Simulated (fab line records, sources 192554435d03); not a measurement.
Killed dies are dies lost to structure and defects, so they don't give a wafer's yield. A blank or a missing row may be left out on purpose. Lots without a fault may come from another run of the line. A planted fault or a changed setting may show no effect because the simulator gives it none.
Chamber matching | flow n5_finfet | N5_FIN_SAQP_HM_OPEN_33 on rie_diel-02: 4 sister chambers
The step chemistry CH3F/O2, target SiNx, target depth 49.4 nm, time 70.6 s. 7 wafers are shown with their chamber, then 7 later ones without.

WAFERS WITH THEIR CHAMBER
wafer  | chamber | drypump_motor_current_A (A) | rf_vpp_V (V)
L076.3 | 3       | 5.8                         | 294
L087.4 | 0       | 5.7                         | 299
L089.1 | 2       | 5.4                         | 310
L089.4 | 1       | 6.0                         | 310
L089.6 | 0       | 5.7                         | 297
L090.2 | 1       | 6.0                         | 308
L090.4 | 2       | 5.3                         | 312

WAFERS WITHOUT THEIR CHAMBER
wafer  | drypump_motor_current_A (A) | rf_vpp_V (V)
L090.5 | 5.8                         | 294
L095.1 | 5.8                         | 293
L095.3 | 6.0                         | 309
L095.4 | 5.8                         | 293
L096.3 | 5.4                         | 313
L096.4 | 5.8                         | 293
L096.6 | 5.8                         | 293

WHICH CHAMBER EACH WENT THROUGH
wafer  | from the rows above | in truth
L090.5 | 3                   | 3
L095.1 | 3                   | 3
L095.3 | 1                   | 1
L095.4 | 3                   | 3
L096.3 | 2                   | 2
L096.4 | 3                   | 3
L096.6 | 3                   | 3
Placed correctly: 7 of 7. Can't be placed from these rows: 0. Placed wrongly: 0.
How it was worked out, from the rows above alone: a wafer's distance from a chamber is the root of the sum, over the readings, of the square of ((its reading less the chamber's mean) divided by the reading's scatter). The wafer belongs to the nearest chamber; if the next one is less than 2 further off, it can't be placed. A chamber's mean is the mean of its shown wafers. The scatter: the root of (the sum of the squares of (reading less its chamber's mean) over the shown wafers, divided by (wafers less chambers)).
